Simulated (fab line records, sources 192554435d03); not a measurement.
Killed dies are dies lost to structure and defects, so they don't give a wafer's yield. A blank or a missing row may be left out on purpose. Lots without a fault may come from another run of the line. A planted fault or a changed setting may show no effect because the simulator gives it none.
Which tool did it? | flow n5_finfet | 9 lots, 27 wafers sampled, at 5 steps of a route of 1938

WHAT THE GAUGES READ, wafer by wafer
N5_BEOL_M4_RC_MEAS_101. Usual: DIBL_N 36.6 mV/V, standard deviation 2.1; DIBL_P 36.5 mV/V, standard deviation 2.7; IOFF_N 0.17 nA/um, standard deviation 0.043; IOFF_P 0.22 nA/um, standard deviation 0.045; ION_N 674 uA/um, standard deviation 17; ION_P 461 uA/um, standard deviation 9.9; SS_N 71.7 mV/dec, standard deviation 0.79; SS_P 73.4 mV/dec, standard deviation 0.79; VT_N 249 mV, standard deviation 4; VT_P -250 mV, standard deviation 3.3.
lot  | measured     | on        | DIBL_N (mV/V)  | DIBL_P (mV/V)  | IOFF_N (nA/um) | IOFF_P (nA/um) | ION_N (uA/um) | ION_P (uA/um) | SS_N (mV/dec)  | SS_P (mV/dec)  | VT_N (mV)   | VT_P (mV)      | flag
L710 | day 9 23:44  | prober-02 | 39.5 39.0 37.1 | 41.3 40.2 36.6 | 0.25 0.25 0.20 | 0.30 0.30 0.23 | 692 689 687   | 469 468 465   | 73.0 72.0 72.0 | 74.9 74.1 73.9 | 244 242 248 | -246 -245 -246 |
L711 | day 9 16:56  | prober-02 | 39.1 41.6 41.1 | 38.8 42.6 42.1 | 0.20 0.28 0.23 | 0.23 0.30 0.28 | 668 695 702   | 454 467 472   | 72.6 72.6 72.1 | 73.9 74.9 74.9 | 249 243 247 | -251 -248 -249 |
L712 | day 9 17:14  | prober-01 | 35.3 32.8 32.1 | 37.4 33.5 33.0 | 0.13 0.10 0.10 | 0.21 0.16 0.15 | 659 664 662   | 456 462 459   | 71.8 70.7 71.0 | 73.9 72.6 72.1 | 252 256 257 | -251 -254 -254 |
L717 | day 11 10:14 | prober-01 | 34.9 35.6 36.1 | 33.3 34.0 35.9 | 0.14 0.16 0.15 | 0.17 0.19 0.21 | 683 686 680   | 465 470 467   | 71.6 71.4 71.4 | 72.3 72.0 73.3 | 252 248 251 | -248 -248 -246 |
L718 | day 12 05:52 | prober-02 | 35.7 36.4 35.5 | 36.7 37.6 36.8 | 0.15 0.16 0.14 | 0.22 0.24 0.22 | 667 666 673   | 466 466 465   | 71.7 71.9 70.7 | 73.9 73.5 73.5 | 253 252 252 | -248 -247 -249 |
L719 | day 11 13:39 | prober-02 | 34.3 39.3 37.2 | 33.8 40.0 37.4 | 0.13 0.23 0.18 | 0.17 0.26 0.22 | 665 699 682   | 460 466 461   | 71.2 72.1 71.0 | 74.0 74.0 73.3 | 250 242 248 | -251 -248 -249 |
L721 | day 12 10:00 | prober-02 | 37.2 39.3 35.4 | 38.4 40.1 35.7 | 0.15 0.21 0.14 | 0.22 0.26 0.18 | 660 677 668   | 455 462 460   | 72.0 72.3 71.1 | 73.3 73.8 72.7 | 252 245 248 | -249 -247 -250 |
L723 | day 12 03:50 | prober-01 | 37.2 38.0 35.6 | 37.6 39.5 34.8 | 0.17 0.20 0.15 | 0.22 0.25 0.18 | 658 682 673   | 452 465 455   | 71.1 72.1 71.3 | 74.0 73.7 73.8 | 250 245 251 | -249 -248 -250 |
L724 | day 12 18:49 | prober-01 | 37.2 36.0 37.9 | 37.7 36.6 38.2 | 0.18 0.17 0.19 | 0.24 0.23 0.24 | 699 678 664   | 478 465 456   | 72.0 71.1 72.0 | 73.5 73.3 73.2 | 247 246 245 | -246 -247 -249 |

WHICH TOOL RAN EACH LOT (tool, then ch and the chambers of the sampled wafers, then the start)
lot  | N5_BEOL_M0_SAQP_PECVD_03       | N5_BEOL_M0_SAQP_DESCUM_19          | N5_BEOL_M0_SAQP_ETCH_107          | N5_BEOL_M0_SAQP_SPACER2_ALD_26
L710 | pecvd-04 ch 0,1,2, day 6 19:10 | rie_diel-05 ch 1,2,3, day 6 19:58  | rie_diel-05 ch 1,2,3, day 7 00:39 | ald_sin-04 ch 0,1,2, day 7 02:11
L711 | pecvd-01 ch 0,1,2, day 7 00:01 | rie_diel-04 ch 1,2,3, day 7 01:13  | rie_diel-04 ch 0,3, day 7 03:56   | ald_sin-03 ch 0,1, day 7 04:10
L712 | pecvd-02 ch 1,2, day 7 07:29   | rie_diel-05 ch 1,2, day 7 08:24    | rie_diel-05 ch 0,2, day 7 11:19   | ald_sin-03 ch 0,1,2, day 7 11:34
L717 | pecvd-02 ch 0,1,2, day 8 19:49 | rie_diel-04 ch 0,1, day 8 20:35    | rie_diel-04 ch 0,2,3, day 8 23:17 | ald_sin-03 ch 1,2, day 8 23:40
L718 | pecvd-01 ch 1,2, day 8 23:10   | rie_diel-04 ch 0,2, day 8 23:56    | rie_diel-05 ch 1,3, day 9 04:54   | ald_sin-04 ch 2,3, day 9 05:08
L719 | pecvd-02 ch 0,1,2, day 9 08:42 | rie_diel-02 ch 2,3, day 9 09:29    | rie_diel-05 ch 1,3, day 9 11:54   | ald_sin-02 ch 1,2,3, day 9 12:09
L721 | pecvd-02 ch 0,2, day 9 16:14   | rie_diel-02 ch 0,3, day 9 17:01    | rie_diel-04 ch 0,1, day 9 19:23   | ald_sin-03 ch 0,3, day 9 19:41
L723 | pecvd-01 ch 0,1, day 9 19:31   | rie_diel-02 ch 0,1,3, day 9 20:23  | rie_diel-04 ch 0,1,3, day 9 23:05 | ald_sin-02 ch 0,1,3, day 9 23:20
L724 | pecvd-02 ch 1,2, day 10 10:04  | rie_diel-04 ch 0,1,3, day 10 10:53 | rie_diel-02 ch 1,3, day 10 13:13  | ald_sin-04 ch 0,1,2, day 10 13:28
- N5_BEOL_M0_SAQP_PECVD_03: deposits SiCN from 3MS/NH3, target thk 12 nm, time 21.1 s.
- N5_BEOL_M0_SAQP_DESCUM_19: chemistry O2, time 7.9 s.
- N5_BEOL_M0_SAQP_ETCH_107: etches SiNx in CH3F/O2, target depth 30 nm.
- N5_BEOL_M0_SAQP_SPACER2_ALD_26: deposits SiO2, target thk 15 nm, pulse time 1 s, purge time 2 s.

WHAT THE TOOLS THEMSELVES READ (means of the sampled wafers that have a number; where no wafer has one, the mark that the record gives instead)
N5_BEOL_M0_SAQP_PECVD_03. Usual: showerhead_plenum_p_Torr 3.671 Torr, standard deviation 0.012; throttle_valve_pct 9.1 %, standard deviation 0.51.
lot  | tool     | showerhead_plenum_p_Torr (Torr) | throttle_valve_pct (%) | flag
L710 | pecvd-04 | 3.677                           | 9.5                    |
L711 | pecvd-01 | 3.664                           | 8.9                    |
L712 | pecvd-02 | 3.663                           | 8.6                    |
L717 | pecvd-02 | 3.673                           | 8.6                    |
L718 | pecvd-01 | 3.668                           | 8.8                    |
L719 | pecvd-02 | 3.666                           | 8.6                    |
L721 | pecvd-02 | 3.677                           | 8.5                    |
L723 | pecvd-01 | 3.664                           | 9.0                    |
L724 | pecvd-02 | 3.660                           | 8.7                    |

N5_BEOL_M0_SAQP_DESCUM_19. Usual: drypump_motor_current_A 5.5 A, standard deviation 0.44; oes_product_au 0.80 a.u., standard deviation 0.099; rf_vpp_V 243.6 V, standard deviation 1.4; showerhead_plenum_p_Torr 2.12 Torr, standard deviation 0.075; throttle_valve_pct 20.4 %, standard deviation 0.37.
lot  | tool        | drypump_motor_current_A (A) | oes_product_au (a.u.) | rf_vpp_V (V) | showerhead_plenum_p_Torr (Torr) | throttle_valve_pct (%) | flag
L710 | rie_diel-05 | 5.5                         | 0.79                  | 241.9        | 2.06                            | 20.4                   |
L711 | rie_diel-04 | 5.4                         | 0.81                  | 242.3        | 2.08                            | 20.3                   |
L712 | rie_diel-05 | 5.6                         | 0.86                  | 243.0        | 2.04                            | 20.1                   |
L717 | rie_diel-04 | 5.6                         | 0.85                  | 243.9        | 2.17                            | 20.4                   |
L718 | rie_diel-04 | 5.0                         | 0.84                  | 244.1        | 2.18                            | 20.4                   |
L719 | rie_diel-02 | 5.5                         | 0.81                  | 244.4        | 2.18                            | 20.5                   |
L721 | rie_diel-02 | 5.8                         | 0.78                  | 243.8        | 2.13                            | 20.5                   |
L723 | rie_diel-02 | 5.8                         | 0.77                  | 243.8        | 2.16                            | 20.5                   |
L724 | rie_diel-04 | 5.5                         | 0.81                  | 243.8        | 2.11                            | 20.2                   |

N5_BEOL_M0_SAQP_ETCH_107. Usual: bias_w 73.03 W, standard deviation 0.24; drypump_motor_current_A 5.6 A, standard deviation 0.45; oes_product_au 0.79 a.u., standard deviation 0.11; rf_vpp_V 299 V, standard deviation 8.9; showerhead_plenum_p_Torr 2.01 Torr, standard deviation 0.073; throttle_valve_pct 16.3 %, standard deviation 0.33.
lot  | tool        | bias_w (W) | drypump_motor_current_A (A) | oes_product_au (a.u.) | rf_vpp_V (V) | showerhead_plenum_p_Torr (Torr) | throttle_valve_pct (%) | flag
L710 | rie_diel-05 | 72.82      | 5.5                         | 0.79                  | 292          | 1.95                            | 16.3                   |
L711 | rie_diel-04 | 73.17      | 5.1                         | 0.94                  | 307          | 2.08                            | 15.9                   |
L712 | rie_diel-05 | 73.24      | 6.0                         | 0.87                  | 296          | 2.00                            | 16.2                   |
L717 | rie_diel-04 | 73.03      | 5.0                         | 0.88                  | 301          | 2.07                            | 16.0                   |
L718 | rie_diel-05 | 57.90      | 5.4                         | 0.65                  | 244          | 1.95                            | 16.4                   | OFF
L719 | rie_diel-05 | 57.98      | 5.4                         | 0.65                  | 245          | 1.94                            | 16.5                   | OFF
L721 | rie_diel-04 | 72.89      | 5.9                         | 0.75                  | 307          | 1.99                            | 16.4                   |
L723 | rie_diel-04 | 73.01      | 5.5                         | 0.82                  | 307          | 2.03                            | 16.2                   |
L724 | rie_diel-02 | 73.18      | 5.5                         | 0.81                  | 298          | 2.10                            | 16.3                   |

N5_BEOL_M0_SAQP_SPACER2_ALD_26. Usual: heater_power_w 485 W, standard deviation 46; precursor_pulse_height_rel 1.002, standard deviation 0.021.
lot  | tool       | heater_power_w (W) | precursor_pulse_height_rel | flag
L710 | ald_sin-04 | 486                | 1.015                      |
L711 | ald_sin-03 | 474                | 0.994                      |
L712 | ald_sin-03 | 498                | 1.013                      |
L717 | ald_sin-03 | 501                | 0.994                      |
L718 | ald_sin-04 | 511                | 1.024                      |
L719 | ald_sin-02 | 493                | 1.012                      |
L721 | ald_sin-03 | 509                | 1.000                      |
L723 | ald_sin-02 | 489                | 1.002                      |
L724 | ald_sin-04 | 489                | 1.023                      |

THE ANSWER, worked out from the rows above alone
Rule: a lot is off if the mean of its wafers that have a number lies more than 3 standard deviations from the usual mean. A lot without any number at a reading at which 4 lots or more have one is off too. The other lots that the step has rows for count as sound. The gauges are gone through in route order, then the tools' own readings, and for those a lot's mean is taken as printed above. The first step at which some lot is off is used, and at that step the reading that is off furthest; a lot without a number counts as furthest.
Off: L718, L719, at N5_BEOL_M0_SAQP_ETCH_107 (bias_w).
A tool fits if, at that step or a process step before it, it ran every lot that is off, and no sound lot after the first of them. One fits: rie_diel-05 at N5_BEOL_M0_SAQP_ETCH_107. Its last sound lot is L712 (day 7 11:19), its first lot that is off L718 (day 9 04:54): a fault that began between those two fits.
The tool's own readings at N5_BEOL_M0_SAQP_ETCH_107 bear it out: on the lots that are off they differ by more than 5 times the standard deviation of the sound lots' means. bias_w reads 57.94 W there against 73.05 W on the sound lots; rf_vpp_V reads 244 V there against 301 V on the sound lots.

WHAT THE SIMULATOR HAD PUT IN
Process parameter drift: rie_diel-05, from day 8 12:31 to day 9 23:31, at N5_BEOL_M0_SAQP_ETCH_107. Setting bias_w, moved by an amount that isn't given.
Lots struck among those shown: L719, L718. The rule above found the same.
